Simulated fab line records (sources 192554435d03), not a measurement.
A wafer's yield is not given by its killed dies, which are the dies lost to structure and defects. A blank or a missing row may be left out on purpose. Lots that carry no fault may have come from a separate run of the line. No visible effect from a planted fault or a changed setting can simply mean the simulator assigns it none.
Comparing a struck lot with a sound one + flow n5 finfet + 17 steps out of a route of 1938
Sound: these wafers, L686.2, L686.3, L686.5. Struck: wafer L689.3 (left out: L689.4, a lot-mate that was not struck); the cause follows at the end.
At each step with rows: each side's tool, then ch and its chambers, then its first start. Under that, the readings that differ: sound wafers + struck wafers + difference of the means + sigmas: that difference in standard deviations of wafers without a fault.
alike: readings with means less than 2 such deviations apart, plus words and numbers identical on both sides. not compared: withheld readings, readings lacking a value on some wafer, bounds such as >300 that could conceal the same value, and numbers that have no deviation in the record and whose values overlap.
A row with sigmas, a row that says differs or no value, or rows on one side alone: a step with any of these is where the two part. Numbers that have no deviation but don't overlap get no sigmas and don't part them. A reading that every wafer of one side lacks parts them only if that side has two wafers or more.

N5_BEOL_M0_SAQP_HM_DEP_111: deposits SiO2 from SiH4/N2O, target thk 12 nm, time 7.2 s.
  sound on pecvd-04 ch 0,1, day 6 17:07; struck on pecvd-02 ch 1, day 7 14:08
  alike: heater power outer w, heater power w, showerhead plenum p Torr
then, 8 steps without rows for these wafers: N5_BEOL_M0_SAQP_COAT_81 (time 60 s, resist thk 100 nm); N5_BEOL_M0_SAQP_COAT_82 (time 60 s, resist thk 30 nm); N5_BEOL_M0_SAQP_COAT_08 (resist thk 90 nm); N5_BEOL_M0_SAQP_EBR_10; N5_BEOL_M0_SAQP_SOFTBAKE_09 (time 60 s); N5_BEOL_M0_SAQP_EXPOSE_11 (exposes mask M0 CORE, target cd 42 nm); N5_BEOL_M0_SAQP_PEB_12 (peb time 60 s); N5_BEOL_M0_SAQP_DEVELOP_13 (develop time 30 s).
N5_BEOL_M0_SAQP_CD_MEAS_14: target cd 42.5 nm.
  sound on cd sem-01 ch 0, day 6 17:35; struck on cd sem-03 ch 0, day 7 14:28
  alike: cd nm
N5_BEOL_M0_SAQP_OVL_MEAS_15:
  sound on overlay-01 ch 0, day 6 17:37; struck on overlay-01 ch 0, day 7 14:30
  alike: M0_CORE_OVL
N5_BEOL_M0_SAQP_INSPECT_16: inspects for defects (brightfield).
  sound on defect inspect-01 at day 6 17:38; struck on defect inspect-02 at day 7 14:31
  alike: raw defect count
N5_BEOL_M0_SAQP_DESCUM_19: chemistry O2, time 7.9 s.
  sound on rie diel-06 ch 0,1, day 6 17:47; struck on rie diel-04 ch 3, day 7 14:33
| reading                                           | sound      | struck | difference | sigmas |
|---------------------------------------------------|------------|--------|------------|--------|
| model.CAR-ArF_of_BEOL_M0_SAQP_COAT_08.thk nm (nm) | 83 83.2 83 | 84.4   | +1.3       |        |
  alike: drypump motor current A, o2 flow sccm, oes product au, rf vpp V, showerhead plenum p Torr, throttle valve pct
  not compared: rf hours counter h
N5_BEOL_M0_SAQP_ETCH_83: etches SiARC in CF4, target depth 39 nm, time 65 s.
  sound on rie diel-06 ch 0,1, day 6 17:50; struck on rie diel-04 ch 3, day 7 14:35
| reading                                           | sound          | struck | difference | sigmas |
|---------------------------------------------------|----------------|--------|------------|--------|
| model.CAR-ArF_of_BEOL_M0_SAQP_COAT_08.thk nm (nm) | 55.2 55.2 55.2 | 56.2   | +1.0       |        |
  alike: drypump motor current A, etch rf on time s, oes product au, rf vpp V, showerhead plenum p Torr, throttle valve pct
  not compared: rf hours counter h
N5_BEOL_M0_SAQP_ETCH_84: etches SOC in N2/H2, target depth 100 nm, overetch 20 nm, time 150 s.
  sound on rie diel-06 ch 0,1, day 6 17:53; struck on rie diel-04 ch 3, day 7 14:38
  alike: drypump motor current A, oes product au, rf vpp V, showerhead plenum p Torr, throttle valve pct
  not compared: rf hours counter h
-- a jump in the record: the struck wafers' starts before and after are 3 days apart (it breaks off in module BEOL_M0_SAQP and resumes in module BEOL_M4, where the first step shown is number 1111 of the route) --
N5_BEOL_M4_RC_MEAS_101:
  sound on prober-02 ch 0, day 9 23:25; struck on prober-01 ch 0, day 10 06:50
| reading        | sound          | struck | difference | sigmas |
|----------------|----------------|--------|------------|--------|
| DIBL_N (mV/V)  | 37.3 35.3 38.8 | 31.1   | -6.0       | -2     |
| DIBL_P (mV/V)  | 37.8 35.8 38.8 | 28.8   | -8.7       | -3     |
| IOFF_N (nA/um) | 0.17 0.13 0.21 | 0.08   | -0.09      | -2     |
| IOFF_P (nA/um) | 0.23 0.19 0.24 | 0.11   | -0.11      | -2     |
| ION_N (uA/um)  | 682 675 697    | 635    | -50        | -3     |
| ION_P (uA/um)  | 467 467 474    | 434    | -35        | -4     |
| SS_N (mV/dec)  | 71.5 71.4 72.1 | 70.0   | -1.7       | -2     |
| SS_P (mV/dec)  | 73.6 73.0 74.2 | 71.6   | -2.0       | -2     |
| VT_N (mV)      | 248 250 245    | 260    | +12        | +3     |
| VT_P (mV)      | -250 -253 -247 | -260   | -10        | -2     |
-- here the record skips 5 days between the struck wafers' starts before and after, leaving off in module BEOL_M4 and picking up in module PASSIVATION (first step shown: number 1936 of the route) --
N5_PASSIVATION_PROBE_49:
  the record has rows for the struck wafers here (prober-01, day 15 01:25) and none for the sound ones

== WHERE THEY PART ==
At N5_BEOL_M4_RC_MEAS_101 first; at N5_PASSIVATION_PROBE_49 last (within this record only).

WHY: whatever the simulator had introduced
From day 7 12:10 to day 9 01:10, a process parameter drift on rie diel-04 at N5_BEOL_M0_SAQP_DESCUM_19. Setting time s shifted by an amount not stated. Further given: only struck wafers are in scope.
